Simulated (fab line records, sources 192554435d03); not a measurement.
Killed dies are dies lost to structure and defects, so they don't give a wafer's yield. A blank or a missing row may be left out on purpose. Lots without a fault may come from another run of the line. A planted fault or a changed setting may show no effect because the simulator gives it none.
fab line records | flow n5_finfet | part 1 of 2: steps 1 to 4 of 6
record lots=23 wafers=69 last_day=20
route steps=1938 shown ZERO_LAYER@16 WELL_APT@46 PMOS_HMC_CHANNEL_EPI@89 FIN_SAQP@120
lots that met no fault: from a run of the same line without faults
start_h: hours from the record's first day to the start of the lot's first wafer shown | wait_h: hours since the lot's step before | " the same as in the row above | L1.1+2: a row that stands for several wafers | - no value, or no start given | * or withheld: withheld | < > ~ a bound
route shown NAME@n: a module of which the file shows steps, and the number in the route of the first | usual: mean/standard deviation of fault-free wafers | same: alike in all rows | chamber/n: place in a boat | sites: the reading at each site | _std_site: their standard deviation | _edge_site: outer sites' mean less inner sites' | radius_mm: how far each site lies from the wafer's centre | mask NAME#n: copy n | behind: the tool/chamber that last shaped the wafer | hold: why the lot was held/for how many hours/how that ended | device: the transistor (n, p or np) that didn't switch | end of line: the same wafers' tests at the end of the route | a step without rows: its recipe alone | killed: dies lost to structure and defects at the first sort, not the wafer's yield | map: a wafer's dies, x killed, . not, _ none there
set.NAME: the setting as run; set.NAME@STEP: as run at that earlier step | model.NAME: the simulator's own value behind a step, which no gauge read
steps of the route over a sample of lots; a table a step, a row a wafer
services: from which hour (start_h, from the record's first day; less than 0 if before it) a tool's chamber was out of use, for how many hours, and why
## steps
# step N5_ZERO_LAYER_ETCH_18
# recipe chemistry=HBr/Cl2 target=Si target_depth_a=1200 time_s=40 pressure_mtorr=10 icp_w=800 bias_w=75 HBr_flow_sccm=150 Cl2_flow_sccm=80
# usual bias_w=74.97/0.21 drypump_motor_current_A=6.0/0.53 oes_product_au=1.005/0.015 throttle_valve_pct=36.39/0.28
# columns lot.wafer tool chamber start_h wait_h bias_w drypump_motor_current_A oes_product_au rf_hours_counter_h throttle_valve_pct
L074.2 rie_si-01 0 12.91 0.0 75.06 5.7 1.011 128 36.81
L074.5 " 1 " " 74.80 6.8 0.980 - 36.53
L074.6 " 2 " " 75.18 5.5 1.033 - 36.66
L075.2 rie_si-04 2 20.36 0.0 74.88 6.6 1.009 61 36.14
L075.3 " 1 " " 74.84 6.1 0.985 74 36.24
L075.4 " 0 " " 74.84 5.8 0.998 100 35.87
L076.1 rie_si-04 2 25.44 0.0 74.56 6.6 0.998 61 36.14
L076.2 " 1 " " 75.15 6.1 0.981 74 36.21
L076.4 " 0 " " 75.13 5.8 0.996 100 35.87
L077.1 rie_si-04 3 30.79 0.0 74.31 6.1 1.007 132 35.89
L077.2 " 1 " " 74.99 6.1 0.981 74 36.22
L077.5 " 2 " " 75.10 6.7 1.002 - 36.13
L078.1 rie_si-02 1 36.91 0.0 74.82 6.1 1.026 11 36.35
L078.3 " 3 " " 75.49 5.6 1.004 90 36.35
L078.5 " 1 " " 74.67 6.1 1.022 - 36.34
L079.3 rie_si-02 1 42.83 0.0 75.09 6.1 1.027 11 36.36
L079.5 " 1 " " 75.31 6.1 1.025 - 36.37
L079.6 " 2 " " 75.23 5.4 1.010 - 36.32
L080.3 rie_si-01 2 48.79 0.0 74.74 5.5 1.027 18 36.65
L080.5 " 1 " " 75.23 6.8 0.981 - 36.52
L080.6 " 0 " " 74.59 5.7 1.010 - 36.79
L081.1 rie_si-04 2 54.80 0.0 74.81 6.7 1.006 61 36.14
L081.3 " 0 " " 75.18 5.8 0.996 100 35.87
L081.6 " 2 " " 75.06 6.7 0.994 - 36.14
L082.1 rie_si-01 1 61.03 0.0 74.82 6.8 0.987 63 36.52
L082.3 " 0 " " 74.88 5.7 1.014 129 36.81
L082.4 " 2 " " 75.08 5.5 1.030 19 36.66
L083.1 rie_si-01 3 67.75 0.0 74.95 6.8 1.013 173 36.45
L083.4 " 1 " " 74.75 6.7 0.984 63 36.51
L083.6 " 1 " " 75.21 6.8 0.982 - 36.51
L084.1 rie_si-02 3 72.89 0.0 75.01 5.6 1.000 91 36.38
L084.2 " 1 " " 75.03 6.1 1.017 12 36.35
L084.4 " 2 " " 75.01 5.4 0.999 - 36.33
L086.1 rie_si-01 2 85.02 0.0 74.79 5.5 1.030 19 36.65
L086.4 " 3 " " 75.03 6.7 1.000 173 36.46
L086.6 " 3 " " 74.63 6.7 1.004 - 36.46
L087.2 rie_si-01 3 90.94 0.0 74.76 6.8 1.008 173 36.47
L087.3 " 2 " " 75.40 5.5 1.027 19 36.66
L087.5 " 3 " " 74.79 6.8 1.001 - 36.44
L088.2 rie_si-01 1 96.82 0.0 75.03 6.8 0.983 63 36.53
L088.4 " 3 " " 74.87 6.8 1.004 173 36.45
L088.5 " 0 " " 74.67 5.7 1.006 - 36.80
L089.2 rie_si-01 0 103.02 0.0 75.01 5.7 1.009 130 36.80
L089.4 " 2 " " 74.96 5.5 1.025 20 36.64
L089.5 " 0 " " 74.96 5.7 1.020 - 36.79
L090.1 rie_si-04 0 109.00 0.0 74.91 5.8 0.998 101 35.89
L090.4 " 3 " " 74.96 6.2 1.006 133 35.87
L090.5 " 0 " " 74.90 5.8 1.003 - 35.88
L091.1 rie_si-02 1 114.91 0.0 74.84 6.1 1.028 13 36.36
L091.4 " 2 " " 75.07 5.4 1.010 23 36.33
L091.6 " 3 " " 75.02 5.6 1.004 - 36.37
L092.1 rie_si-02 2 121.08 0.0 74.47 5.4 1.005 23 36.34
L092.2 " 0 " " 75.23 5.2 1.029 10 36.63
L092.5 " 0 " " 75.08 5.2 1.012 - 36.64
L093.1 rie_si-04 0 126.92 0.0 75.16 5.8 0.993 102 35.87
L093.3 " 1 " " 74.95 6.1 0.984 76 36.25
L093.5 " 3 " " 75.21 6.1 0.997 - 35.88
L094.1 rie_si-02 2 133.00 0.0 74.80 5.4 1.005 23 36.34
L094.4 " 0 " " 74.69 5.2 1.028 10 36.63
L094.5 " 2 " " 75.23 5.4 1.011 - 36.32
L095.1 rie_si-04 3 139.04 0.0 74.80 6.1 0.995 134 35.87
L095.2 " 2 " " 74.43 6.7 1.000 63 36.13
L095.4 " 0 " " 75.23 5.8 1.002 102 35.87
L096.1 rie_si-01 1 144.95 0.0 74.81 6.8 0.983 64 36.51
L096.2 " 3 " " 75.05 6.8 1.002 174 36.45
L096.3 " 0 " " 74.96 5.7 1.013 131 36.80
L097.4 rie_si-01 0 150.94 0.0 74.57 5.7 1.013 131 36.78
L097.5 " 1 " " 74.69 6.8 0.988 - 36.52
L097.6 " 0 " " 74.57 5.7 1.005 - 36.82
# step N5_WELL_APT_DESCUM_30
# recipe chemistry=O2 time_s=7.9 source_power_w=50 bias_power_w=20 pressure_mtorr=20 rf_frequency_hz=2.712e+07 temp_c=40 o2_flow_sccm=225
# usual drypump_motor_current_A=5.8/0.4 oes_product_au=0.82/0.068 rf_vpp_V=243.5/1.2 showerhead_plenum_p_Torr=2.12/0.065 throttle_valve_pct=20.43/0.17
# columns lot.wafer tool chamber start_h wait_h drypump_motor_current_A oes_product_au rf_hours_counter_h rf_vpp_V showerhead_plenum_p_Torr throttle_valve_pct
L074.2 rie_diel-04 3 15.25 0.3 6.5 0.80 128 245.7 2.20 20.17
L074.5 " 3 " " 6.5 0.81 - 245.4 2.20 20.17
L074.6 " 0 " " 6.4 0.72 - 241.4 1.98 20.57
L075.2 rie_diel-01 1 22.46 0.0 5.8 0.90 32 244.1 2.14 20.32
L075.3 " 3 " " 5.6 0.83 84 244.1 2.11 20.45
L075.4 " 0 " " 5.7 0.95 18 245.3 2.23 20.40
L076.1 rie_diel-01 3 27.86 0.2 5.6 0.83 86 243.0 2.11 20.46
L076.2 " 0 " " 5.7 0.94 21 245.4 2.23 20.40
L076.4 " 2 " " 6.2 0.96 11 243.6 2.05 20.45
L077.1 rie_diel-04 1 32.99 0.1 5.3 0.87 43 243.2 2.12 20.03
L077.2 " 0 " " 6.4 0.72 219 240.9 1.98 20.57
L077.5 " 0 " " 6.4 0.72 - 242.7 1.98 20.57
L078.1 rie_diel-01 3 38.94 0.1 5.6 0.82 91 243.6 2.11 20.46
L078.3 " 0 " " 5.7 0.92 25 244.5 2.22 20.41
L078.5 " 3 " " 5.6 0.81 - 242.7 2.11 20.46
L079.3 rie_diel-04 0 44.81 0.0 6.4 0.71 223 241.1 1.98 20.58
L079.5 " 0 " " 6.4 0.72 - 241.6 1.98 20.57
L079.6 " 3 " " 6.5 0.79 - 244.1 2.19 20.19
L080.3 rie_diel-04 0 50.88 0.0 6.4 0.71 225 242.4 1.98 20.59
L080.5 " 3 " " 6.5 0.79 - 245.1 2.19 20.18
L080.6 " 0 " " 6.4 0.72 - 241.8 1.98 20.57
L081.1 rie_diel-01 1 57.18 0.2 5.7 0.87 45 244.0 2.13 20.32
L081.3 " 3 " " 5.6 0.81 96 244.8 2.11 20.47
L081.6 " 1 " " 5.7 0.88 - 244.3 2.13 20.34
L082.1 rie_diel-06 3 63.05 0.0 5.9 0.79 107 244.0 2.12 20.41
L082.3 " 2 " " 5.0 0.77 139 244.6 2.20 20.28
L082.4 " 0 " " 5.9 0.77 148 242.8 2.09 20.61
L083.1 rie_diel-01 1 70.35 0.0 5.8 0.87 49 244.3 2.13 20.34
L083.4 " 0 " " 5.7 0.91 35 244.2 2.22 20.44
L083.6 " 2 " " 6.2 0.91 - 244.0 2.05 20.45
L084.1 rie_diel-04 2 75.02 0.0 5.4 0.73 165 244.9 2.18 20.90
L084.2 " 1 " " 5.3 0.85 57 244.3 2.12 20.04
L084.4 " 0 " " 6.4 0.71 234 241.2 1.97 20.58
L086.1 rie_diel-01 3 87.35 0.0 5.6 0.81 107 242.0 2.11 20.47
L086.4 " 0 " " 5.7 0.90 42 246.1 2.22 20.44
L086.6 " 3 " " 5.6 0.81 - 243.6 2.11 20.49
L087.2 rie_diel-06 1 93.17 0.0 5.7 0.88 43 243.6 2.13 20.41
L087.3 " 2 " " 5.0 0.76 149 242.9 2.19 20.30
L087.5 " 3 " " 5.9 0.77 - 243.3 2.11 20.42
L088.2 rie_diel-01 2 98.87 0.0 6.3 0.88 36 242.8 2.04 20.49
L088.4 " 0 " " 5.7 0.88 45 245.3 2.22 20.43
L088.5 " 3 " " 5.6 0.79 - 243.1 2.10 20.49
L089.2 rie_diel-06 3 105.14 0.0 5.9 0.77 123 243.3 2.11 20.44
L089.4 " 1 " " 5.7 0.86 48 243.2 2.13 20.42
L089.5 " 1 " " 5.7 0.87 - 244.2 2.13 20.42
L090.1 rie_diel-01 1 111.31 0.0 5.7 0.86 64 243.6 2.13 20.36
L090.4 " 0 " " 5.8 0.87 49 244.9 2.22 20.45
L090.5 " 2 " " 6.2 0.89 - 241.8 2.04 20.50
L091.1 rie_diel-06 0 117.11 0.0 6.0 0.76 168 242.3 2.08 20.61
L091.4 " 3 " " 5.9 0.77 126 243.2 2.11 20.43
L091.6 " 2 " " 5.1 0.74 - 244.5 2.19 20.29
L092.1 rie_diel-06 0 123.32 0.0 6.0 0.75 170 243.2 2.08 20.61
L092.2 " 1 " " 5.8 0.86 53 244.7 2.12 20.43
L092.5 " 2 " " 5.1 0.75 - 243.8 2.19 20.31
L093.1 rie_diel-01 2 129.16 0.0 6.2 0.88 48 242.7 2.04 20.51
L093.3 " 0 " " 5.8 0.87 56 244.9 2.21 20.47
L093.5 " 1 " " 5.8 0.85 - 244.3 2.12 20.36
L094.1 rie_diel-06 0 135.00 0.0 6.0 0.75 173 242.8 2.08 20.62
L094.4 " 1 " " 5.7 0.86 56 243.5 2.12 20.45
L094.5 " 0 " " 6.0 0.75 - 242.1 2.08 20.63
L095.1 rie_diel-06 2 141.19 0.0 5.1 0.74 165 243.2 2.19 20.33
L095.2 " 3 " " 5.9 0.76 135 242.7 2.11 20.45
L095.4 " 0 " " 5.9 0.75 176 242.9 2.08 20.63
L096.1 rie_diel-04 3 147.20 0.0 6.5 0.76 176 243.6 2.18 20.25
L096.2 " 2 " " 5.4 0.71 192 243.6 2.17 20.93
L096.3 " 0 " " 6.4 0.97 2 245.8 2.23 20.27
L097.4 rie_diel-01 2 153.38 0.4 6.2 0.86 57 241.9 2.03 20.52
L097.5 " 2 " " 6.2 0.86 - 242.3 2.03 20.50
L097.6 " 1 " " 5.8 0.82 - 243.5 2.12 20.39
# step N5_PMOS_HMC_CHANNEL_EPI_INSPECT_30
# recipe inspect_instrument=darkfield mode=post_epi
# usual raw_defect_count=18/7
# columns lot.wafer tool chamber start_h wait_h raw_defect_count
L074.2 defect_inspect-02 - 21.55 0.0 30
L074.5 " - " " 14
L074.6 " - " " 12
L075.2 defect_inspect-02 - 28.66 0.0 30
L075.3 " - " " 27
L075.4 " - " " 25
L076.1 defect_inspect-01 - 33.23 0.0 14
L076.2 " - " " 12
L076.4 " - " " 12
L077.1 defect_inspect-02 - 37.84 0.0 10
L077.2 " - " " 20
L077.5 " - " " 21
L078.1 defect_inspect-02 - 43.98 0.0 13
L078.3 " - " " 8
L078.5 " - " " 9
L079.3 defect_inspect-01 - 49.78 0.0 14
L079.5 " - " " 16
L079.6 " - " " 12
L080.3 defect_inspect-01 - 55.82 0.0 11
L080.5 " - " " 19
L080.6 " - " " 15
L081.1 defect_inspect-01 - 62.32 0.0 28
L081.3 " - " " 18
L081.6 " - " " 14
L082.1 defect_inspect-01 - 67.89 0.0 28
L082.3 " - " " 19
L082.4 " - " " 20
L083.1 defect_inspect-01 - 75.27 0.0 13
L083.4 " - " " 24
L083.6 " - " " 9
L084.1 defect_inspect-01 - 80.10 0.0 25
L084.2 " - " " 17
L084.4 " - " " 24
L086.1 defect_inspect-02 - 92.44 0.0 14
L086.4 " - " " 20
L086.6 " - " " 19
L087.2 defect_inspect-02 - 98.13 0.0 28
L087.3 " - " " 21
L087.5 " - " " 10
L088.2 defect_inspect-02 - 104.03 0.0 11
L088.4 " - " " 11
L088.5 " - " " 27
L089.2 defect_inspect-01 - 110.12 0.0 33
L089.4 " - " " 14
L089.5 " - " " 18
L090.1 defect_inspect-02 - 116.23 0.0 24
L090.4 " - " " 20
L090.5 " - " " 35
L091.1 defect_inspect-01 - 121.93 0.0 18
L091.4 " - " " 19
L091.6 " - " " 21
L092.1 defect_inspect-01 - 128.41 0.0 11
L092.2 " - " " 25
L092.5 " - " " 18
L093.1 defect_inspect-01 - 134.39 0.0 30
L093.3 " - " " 16
L093.5 " - " " 24
L094.1 defect_inspect-02 - 139.91 0.0 17
L094.4 " - " " 21
L094.5 " - " " 35
L095.1 defect_inspect-01 - 146.48 0.0 28
L095.2 " - " " 16
L095.4 " - " " 7
L096.1 defect_inspect-02 - 152.24 0.0 17
L096.2 " - " " 17
L096.3 " - " " 13
L097.4 defect_inspect-02 - 158.62 0.0 16
L097.5 " - " " 18
L097.6 " - " " 10
# step N5_FIN_SAQP_MANDREL_ETCH_22
# recipe target_depth_a=600 chemistry=HBr/Cl2 target=a-Si stop_on=SiNx bt_time_s=10 over_etch_frac=0.5 time_s=30 pressure_mtorr=10 icp_w=800 bias_w=75 HBr_flow_sccm=150 Cl2_flow_sccm=80 ends=end_point
# usual bias_w=75.01/0.22 drypump_motor_current_A=6.1/0.41 oes_product_au=0.764/0.011 throttle_valve_pct=35.23/0.27
# columns lot.wafer tool chamber start_h wait_h bias_w drypump_motor_current_A oes_product_au rf_hours_counter_h throttle_valve_pct
L074.2 rie_si-04 2 23.29 0.0 75.01 6.7 0.760 61 35.18
L074.5 " 3 " " 75.15 6.1 0.760 - 34.91
L074.6 " 0 " " 75.34 5.8 0.767 - 34.90
L075.2 rie_si-01 3 30.38 0.0 75.24 6.8 0.763 172 35.53
L075.3 " 0 " " 75.17 5.7 0.778 128 35.83
L075.4 " 2 " " 74.55 5.5 0.792 18 35.69
L076.1 rie_si-04 3 35.18 0.0 75.65 6.1 0.756 132 34.95
L076.2 " 0 " " 75.01 5.8 0.763 100 34.93
L076.4 " 1 " " 75.02 6.2 0.744 74 35.28
L077.1 rie_si-04 1 39.63 0.0 75.06 6.1 0.744 74 35.28
L077.2 " 0 " " 75.05 5.8 0.751 100 34.93
L077.5 " 3 " " 74.86 6.1 0.767 - 34.91
L078.1 rie_si-04 0 45.80 0.0 74.83 5.8 0.754 100 34.96
L078.3 " 1 " " 74.59 6.1 0.747 74 35.31
L078.5 " 3 " " 75.66 6.1 0.763 - 34.93
L079.3 rie_si-04 2 51.76 0.0 75.43 6.7 0.759 61 35.20
L079.5 " 0 " " 74.64 5.9 0.763 - 34.93
L079.6 " 1 " " 74.65 6.1 0.751 - 35.29
L080.3 rie_si-01 3 57.95 0.0 75.00 6.7 0.759 173 35.53
L080.5 " 3 " " 74.76 6.7 0.767 - 35.54
L080.6 " 0 " " 75.13 5.7 0.774 - 35.84
L081.1 rie_si-04 2 64.05 0.0 75.20 6.6 0.756 62 35.18
L081.3 " 1 " " 74.97 6.1 0.756 74 35.29
L081.6 " 1 " " 74.93 6.1 0.769 - 35.27
L082.1 rie_si-04 1 69.60 0.0 75.03 6.1 0.749 75 35.31
L082.3 " 0 " " 74.93 5.8 0.751 101 34.94
L082.4 " 2 " " 74.55 6.6 0.770 62 35.18
L083.1 rie_si-04 0 77.13 0.0 75.13 5.8 0.763 101 34.93
L083.4 " 2 " " 74.86 6.6 0.776 62 35.18
L083.6 " 3 " " 75.03 6.1 0.776 - 34.90
L084.1 rie_si-02 1 81.90 0.0 74.96 6.1 0.771 12 35.43
L084.2 " 3 " " 74.85 5.6 0.750 91 35.43
L084.4 " 1 " " 74.67 6.1 0.778 - 35.42
L086.1 rie_si-04 2 94.92 0.0 75.09 6.6 0.770 62 35.18
L086.4 " 0 " " 74.97 5.8 0.775 101 34.92
L086.6 " 0 " " 74.84 5.8 0.770 - 34.93
L087.2 rie_si-04 3 100.00 0.0 74.93 6.2 0.751 133 34.95
L087.3 " 1 " " 74.54 6.1 0.741 75 35.31
L087.5 " 2 " " 74.67 6.7 0.771 - 35.19
L088.2 rie_si-04 0 105.71 0.0 74.97 5.8 0.769 101 34.96
L088.4 " 3 " " 74.83 6.2 0.782 133 34.91
L088.5 " 2 " " 75.08 6.6 0.764 - 35.19
L089.2 rie_si-01 2 111.85 0.0 75.18 5.5 0.785 20 35.71
L089.4 " 1 " " 74.97 6.8 0.748 - 35.56
L089.5 " 2 " " 74.95 5.5 0.784 - 35.69
L090.1 rie_si-04 3 118.09 0.0 75.24 6.1 0.766 133 34.93
L090.4 " 0 " " 74.84 5.8 0.771 102 34.91
L090.5 " 2 " " 75.30 6.7 0.787 - 35.14
L091.1 rie_si-01 0 123.50 0.0 75.02 5.7 0.781 130 35.84
L091.4 " 1 " " 74.97 6.7 0.753 64 35.55
L091.6 " 3 " " 74.89 6.8 0.770 - 35.51
L092.1 rie_si-04 2 130.24 0.0 75.04 6.7 0.758 63 35.19
L092.2 " 0 " " 74.65 5.8 0.754 102 34.95
L092.5 " 2 " " 75.00 6.6 0.760 - 35.18
L093.1 rie_si-04 2 136.20 0.0 75.37 6.6 0.755 63 35.20
L093.3 " 0 " " 75.19 5.8 0.771 102 34.93
L093.5 " 0 " " 75.00 5.8 0.765 - 34.91
L094.1 rie_si-02 1 143.35 0.0 75.44 6.1 0.771 13 35.43
L094.4 " 3 " " 74.95 5.6 0.771 92 35.42
L094.5 " 2 " " 75.12 5.4 0.767 - 35.38
L095.1 rie_si-04 3 151.45 0.0 75.00 6.1 0.766 134 34.93
L095.2 " 2 " " 75.18 6.6 0.759 63 35.18
L095.4 " 0 " " 74.78 5.8 0.773 102 34.91
L096.1 rie_si-02 2 154.31 0.0 75.07 5.4 0.757 23 35.39
L096.2 " 1 " " 74.99 6.1 0.774 13 35.41
L096.3 " 3 " " 74.85 5.6 0.768 92 35.43
L097.4 rie_si-04 0 160.97 0.0 75.27 5.8 0.768 102 34.92
L097.5 " 2 " " 74.89 6.7 0.768 - 35.17
L097.6 " 1 " " 74.88 6.1 0.752 - 35.29
